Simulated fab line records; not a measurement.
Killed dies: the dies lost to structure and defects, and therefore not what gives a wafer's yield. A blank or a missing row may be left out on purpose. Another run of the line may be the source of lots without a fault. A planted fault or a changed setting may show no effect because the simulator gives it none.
The tool behind it: which one?	flow n5 finfet	9 lots, 27 wafers sampled, at 7 steps of a route of 1938

== WHAT THE GAUGES READ, wafer by wafer ==
N5_BEOL_M11_OCD_MEAS_38. Usual: 148.0 nm for trench depth nm, sd 2.7.
lot	measured	on	trench depth nm (nm)	flag
L446	day 10 08:10	ocd-01	153.3 148.2 154.7	
L449	day 11 13:19	ocd-02	145.0 144.0 147.5	
L452	day 11 21:40	ocd-02	152.1 149.5 151.1	
L450	day 12 01:28	ocd-02	147.8 149.1 147.6	
L458	day 13 16:19	ocd-01	145.6 133.5 145.4	
L462	day 14 16:08	ocd-02	149.8 149.8 149.5	
L464	day 14 23:16	ocd-01	150.2 150.0 150.1	
L468	day 16 16:41	ocd-02	150.0 149.2 151.3	
L466	day 16 19:29	ocd-02	148.8 148.3 148.3	

N5_BEOL_M11_THK_MEAS_53: measures by xrf. Usual: M11_THK gives 141 nm (standard deviation 3.2).
lot	measured	on	M11_THK (nm)	flag
L446	day 10 11:05	film metro-02	147 140 147	
L449	day 11 15:35	film metro-02	138 138 140	
L452	day 12 00:07	film metro-02	145 145 146	
L450	day 12 03:39	film metro-01	144 144 142	
L458	day 13 18:49	film metro-01	138 128 141	
L462	day 14 18:40	film metro-02	144 145 145	
L464	day 15 01:58	film metro-01	144 142 143	
L468	day 16 20:00	film metro-02	144 141 144	
L466	day 16 23:34	film metro-01	140 140 139	

N5_BEOL_M11_RS_MEAS_57: uses a four-point probe to measure. Usual: M11_RS gives 0.152 ohm/sq (standard deviation 0.0037).
lot	measured	on	M11_RS (ohm/sq)	flag
L446	day 10 11:13	film metro-02	0.145 0.153 0.145	
L449	day 11 15:43	film metro-01	0.157 0.157 0.154	
L452	day 12 00:15	film metro-02	0.146 0.146 0.146	
L450	day 12 03:47	film metro-02	0.151 0.151 0.153	
L458	day 13 18:57	film metro-01	0.156 0.170 0.153	
L462	day 14 18:47	film metro-01	0.151 0.150 0.150	
L464	day 15 02:06	film metro-01	0.148 0.149 0.149	
L468	day 16 20:09	film metro-02	0.149 0.152 0.149	
L466	day 16 23:41	film metro-02	0.152 0.153 0.153	

== EACH LOT AND THE TOOL THAT RAN IT (in order: tool; ch and the chambers of the sampled wafers; start) ==
lot	N5_BEOL_M11_VIA_ETCH_34	N5_BEOL_M11_TRENCH_ETCH_37	N5_BEOL_M11_CURE_72	N5_BEOL_M11_PRE_CLEAN_45
L446	rie diel-04 ch 0,3, day 10 07:52	rie diel-04 ch 0,3, day 10 07:59	uv cure-01 ch 0, day 10 08:21	pvd sputter-03, day 10 09:07
L449	rie diel-03 ch 0,1,3, day 11 13:02	rie diel-03 ch 0,1,3, day 11 13:08	uv cure-01 ch 0, day 11 13:31	pvd sputter-01, day 11 14:11
L452	rie diel-02 ch 0,1,3, day 11 21:23	rie diel-02 ch 0,1,3, day 11 21:29	uv cure-01 ch 0, day 11 21:55	pvd sputter-03, day 11 22:17
L450	rie diel-03 ch 1,3, day 12 01:11	rie diel-03 ch 1,3, day 12 01:17	uv cure-01 ch 2, day 12 01:40	pvd sputter-02, day 12 02:08
L458	rie diel-03 ch 1,2,3, day 13 16:02	rie diel-03 ch 1,2,3, day 13 16:08	uv cure-03 ch 2, day 13 16:31	pvd sputter-03, day 13 17:07
L462	rie diel-02 ch 1,2, day 14 15:51	rie diel-02 ch 1,2, day 14 15:57	uv cure-03 ch 2, day 14 16:20	pvd sputter-01, day 14 16:47
L464	rie diel-02 ch 1,2,3, day 14 22:58	rie diel-02 ch 1,2,3, day 14 23:05	uv cure-02 ch 0, day 14 23:27	pvd sputter-03, day 15 00:04
L468	rie diel-02 ch 0,1,2, day 16 16:23	rie diel-02 ch 0,1,2, day 16 16:29	uv cure-03 ch 2, day 16 16:52	pvd sputter-01, day 16 18:35
L466	rie diel-02 ch 0,1, day 16 19:11	rie diel-02 ch 0,1, day 16 19:17	uv cure-03 ch 0, day 16 19:40	pvd sputter-02, day 16 21:55
- N5_BEOL_M11_VIA_ETCH_34: etches SiCOH lowk in C4F6/O2, target depth 184.5 nm, time 69.2 s.
- N5_BEOL_M11_TRENCH_ETCH_37: etches SiCOH lowk in C4F6/O2, target depth 148.83 nm, time 48 s.
- N5_BEOL_M11_CURE_72: cures SiCOH lowk, time 120 s.
- N5_BEOL_M11_PRE_CLEAN_45: time 30 s.

== AS READ BY THE TOOLS THEMSELVES (means over the sampled wafers that have a number; for cases with no such wafer, the mark the record gives instead) ==
N5_BEOL_M11_VIA_ETCH_34. Usual: for chamber pressure mTorr, 30.003 mTorr with a standard deviation of 0.027; for drypump motor current A, 5.8 A with a standard deviation of 0.53; for oes product au, 0.78 a.u. with a standard deviation of 0.073; for rf fwd power W, 342.0 W with a standard deviation of 1.3; for rf vpp V, 662 V with a standard deviation of 14; for showerhead plenum p Torr, 2.87 Torr with a standard deviation of 0.086; for throttle valve pct, 20.9 % with a standard deviation of 0.33.
lot	tool	chamber pressure mTorr (mTorr)	drypump motor current A (A)	oes product au (a.u.)	rf fwd power W (W)	rf vpp V (V)	showerhead plenum p Torr (Torr)	throttle valve pct (%)	flag
L446	rie diel-04	29.997	5.7	0.90	342.7	664	2.87	20.6	
L449	rie diel-03	30.001	5.9	0.78	343.4	648	2.85	20.9	
L452	rie diel-02	29.989	5.7	0.79	342.0	668	2.89	20.9	
L450	rie diel-03	29.976	5.9	0.76	342.8	640	2.81	21.0	
L458	rie diel-03	29.983	5.6	0.77	342.4	646	2.85	21.0	
L462	rie diel-02	30.005	6.2	0.81	341.3	674	2.87	20.5	
L464	rie diel-02	30.017	6.2	0.82	341.1	671	2.91	20.6	
L468	rie diel-02	29.993	5.7	0.83	341.1	670	2.84	20.7	
L466	rie diel-02	30.028	5.3	0.83	341.8	663	2.83	20.7	

N5_BEOL_M11_TRENCH_ETCH_37. Usual: for chamber pressure mTorr, 29.999 mTorr with a standard deviation of 0.027; for drypump motor current A, 5.8 A with a standard deviation of 0.53; for oes product au, 0.78 a.u. with a standard deviation of 0.073; for rf fwd power W, 341.2 W with a standard deviation of 1.5; for rf vpp V, 662 V with a standard deviation of 14; for showerhead plenum p Torr, 2.87 Torr with a standard deviation of 0.086; for throttle valve pct, 20.9 % with a standard deviation of 0.33.
lot	tool	chamber pressure mTorr (mTorr)	drypump motor current A (A)	oes product au (a.u.)	rf fwd power W (W)	rf vpp V (V)	showerhead plenum p Torr (Torr)	throttle valve pct (%)	flag
L446	rie diel-04	29.992	5.7	0.89	340.9	664	2.87	20.6	
L449	rie diel-03	30.004	5.8	0.77	342.1	648	2.85	20.9	
L452	rie diel-02	30.001	5.7	0.80	340.2	668	2.89	20.9	
L450	rie diel-03	30.010	5.9	0.77	342.7	640	2.81	21.0	
L458	rie diel-03	29.999	5.5	0.75	313.2	678	2.85	21.0	OFF
L462	rie diel-02	29.995	6.2	0.81	340.5	673	2.87	20.5	
L464	rie diel-02	30.008	6.2	0.82	340.6	671	2.91	20.7	
L468	rie diel-02	29.998	5.7	0.85	340.7	669	2.84	20.7	
L466	rie diel-02	30.019	5.3	0.83	340.2	663	2.83	20.7	

N5_BEOL_M11_CURE_72. Usual: lamp power pct 52.31 %, standard deviation 0.053; wafer_temp_C_max 371.9, standard deviation 0.77.
lot	tool	lamp power pct (%)	wafer_temp_C_max	flag
L446	uv cure-01	52.33	371.8	
L449	uv cure-01	52.30	371.5	
L452	uv cure-01	52.36	372.0	
L450	uv cure-01	52.26	371.4	
L458	uv cure-03	52.33	372.9	
L462	uv cure-03	52.28	373.0	
L464	uv cure-02	52.28	372.0	
L468	uv cure-03	52.35	373.4	
L466	uv cure-03	52.32	371.0	

N5_BEOL_M11_PRE_CLEAN_45. Usual: 322 W for heater power w, sd 39.
lot	tool	heater power w (W)	flag
L446	pvd sputter-03	323	
L449	pvd sputter-01	310	
L452	pvd sputter-03	324	
L450	pvd sputter-02	284	
L458	pvd sputter-03	324	
L462	pvd sputter-01	322	
L464	pvd sputter-03	319	
L468	pvd sputter-01	313	
L466	pvd sputter-02	345	

== THE ANSWER, worked out from the rows above alone ==
Rule: take the mean of a lot's wafers that have a number; if it is more than 3 standard deviations from the usual mean, the lot is off. A lot without any number at a reading at which 4 lots or more have one is off too. All remaining lots with rows at the step are treated as sound. After the gauges, taken in route order, come the tools' own readings; for these a lot's mean is taken, as printed above. The first step at which some lot is off is used, and at that step the reading that is off furthest; a lot without a number counts as furthest.
Off, at N5_BEOL_M11_TRENCH_ETCH_37 on rf fwd power W: L458.
If a tool, at that step or one of the process steps before it, ran each lot that is off and ran no sound lot following the first of them, it fits. One candidate fits, namely rie diel-03 at N5_BEOL_M11_VIA_ETCH_34 and N5_BEOL_M11_TRENCH_ETCH_37. At N5_BEOL_M11_VIA_ETCH_34 its last sound lot is L450 (day 12 01:11), its first lot that is off L458 (day 13 16:02): a fault that began between those two fits.

== WHAT HAD BEEN PUT IN BY THE SIMULATOR ==
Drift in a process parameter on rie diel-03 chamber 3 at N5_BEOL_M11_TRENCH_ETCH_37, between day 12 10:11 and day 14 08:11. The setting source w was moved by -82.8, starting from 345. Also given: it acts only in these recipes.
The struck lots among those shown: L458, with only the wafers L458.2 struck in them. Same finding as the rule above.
